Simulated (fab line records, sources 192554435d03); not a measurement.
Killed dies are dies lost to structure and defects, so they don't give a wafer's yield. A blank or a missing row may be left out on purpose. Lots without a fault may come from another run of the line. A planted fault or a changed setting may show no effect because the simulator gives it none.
A struck lot beside a sound one | flow n5_finfet | 17 steps out of a route of 1938
Sound: wafers L175.2, L175.3, L175.5. Struck: wafer L187.3. (L187.2, L187.6 of the same lot were not struck and are left out.) The cause comes at the end.
At each step with rows: each side's tool, then ch and its chambers, then its first start. Under that, the readings that differ: sound wafers | struck wafers | difference of the means | sigmas: that difference in standard deviations of wafers without a fault.
alike: readings whose means differ by less than 2 such deviations, and words and numbers that are the same on both sides. not compared: withheld readings, readings that some wafer has no value for, bounds like >300 that may hide the same value, and numbers for which the record gives no deviation and whose values overlap.
The two part at a step that has a row with sigmas, a row that says differs or no value, or rows on one side only. Numbers that don't overlap but have no deviation are shown without sigmas and don't part them. A reading that every wafer of one side lacks parts them only if that side has two wafers or more.

first, 5 steps without rows for these wafers: N5_BEOL_M0_DEGAS_112 (time 60 s); N5_BEOL_M0_PRE_CLEAN_113 (time 30 s); N5_BEOL_M0_ALD_136 (deposits TaN, pulse time 2 s, purge time 3 s, co reactant purge time 2 s); N5_BEOL_M0_SURFACE_TREAT_137; N5_BEOL_M0_CVD_115 (deposits Co from CCTBA/H2, time 120 s).
N5_BEOL_M0_SPUTTER_116: material Cu, target thk 4 nm, time 7.37 s.
  sound on pvd_sputter-03, day 7 03:06; struck on pvd_sputter-03, day 10 02:44
  alike: susceptor_temp_C, throttle_valve_pct
then, 2 steps without rows for these wafers: N5_BEOL_M0_ANNEAL_117 (time 60 s); N5_BEOL_M0_SPUTTER_132 (material Cu, target thk 4 nm, time 7.37 s).
N5_BEOL_M0_ANNEAL_133: time 60 s.
  sound on pvd_sputter-03, day 7 03:18; struck on pvd_sputter-03, day 10 02:56
  alike: heater_power_w, susceptor_temp_C
then, 1 step without rows for these wafers: N5_BEOL_M0_SPUTTER_134 (material Cu, target thk 4 nm, time 7.37 s).
N5_BEOL_M0_ANNEAL_135: time 60 s.
  sound on pvd_sputter-03, day 7 03:25; struck on pvd_sputter-03, day 10 03:03
  alike: heater_power_w, susceptor_temp_C
N5_BEOL_M0_SPUTTER_141: material Cu, target thk 4 nm, time 7.37 s.
  sound on pvd_sputter-03, day 7 03:28; struck on pvd_sputter-03, day 10 03:05
  alike: susceptor_temp_C, throttle_valve_pct
N5_BEOL_M0_ECD_118: material Cu, target thk 300 nm.
  sound on ecd_cu-02 ch 0,1, day 7 03:35; struck on ecd_cu-01 ch 0, day 10 03:13
  reading                                 | sound           | struck | difference | sigmas
  model.Cu_of_BEOL_M0_ECD_118.thk_nm (nm) | 300.6 298.2 304 | 227.2  | -73.7      |
N5_BEOL_M0_ANNEAL_119: time 90 s.
  sound on rtp_anneal-01 ch 0, day 7 04:07; struck on rtp_anneal-01 ch 0, day 10 03:24
  alike: wafer_temp_C_max
N5_BEOL_M0_CMP_120: polishes, stops on SiOC, t overpolish 6.9 s.
  sound on cmp-04 ch 0,1, day 7 04:22; struck on cmp-03 ch 0, day 10 03:39
  reading                | sound    | struck | difference | sigmas
  time_to_endpoint_s (s) | 69 64 68 | 47     | -20        | -5
  alike: motor_current_A, retaining_ring_pressure_frac
-- the record jumps here: 3 days lie between the struck wafers' starts before and after (it left off in module BEOL_M0 and takes up again in module BEOL_M4, whose first step shown is number 1111 of the route) --
N5_BEOL_M4_RC_MEAS_101:
  sound on prober-02 ch 0, day 10 20:46; struck on prober-01 ch 0, day 13 12:05
  alike: DIBL_N, DIBL_P, IOFF_N, IOFF_P, ION_N, ION_P, SS_N, SS_P, VT_N, VT_P
N5_PASSIVATION_PROBE_49:
  the record has rows for the sound wafers here (prober-01, day 15 08:21) and none for the struck ones

WHERE THEY PART
First at N5_BEOL_M0_CMP_120; last, within this record, at N5_PASSIVATION_PROBE_49.

WHY: what the simulator had put in
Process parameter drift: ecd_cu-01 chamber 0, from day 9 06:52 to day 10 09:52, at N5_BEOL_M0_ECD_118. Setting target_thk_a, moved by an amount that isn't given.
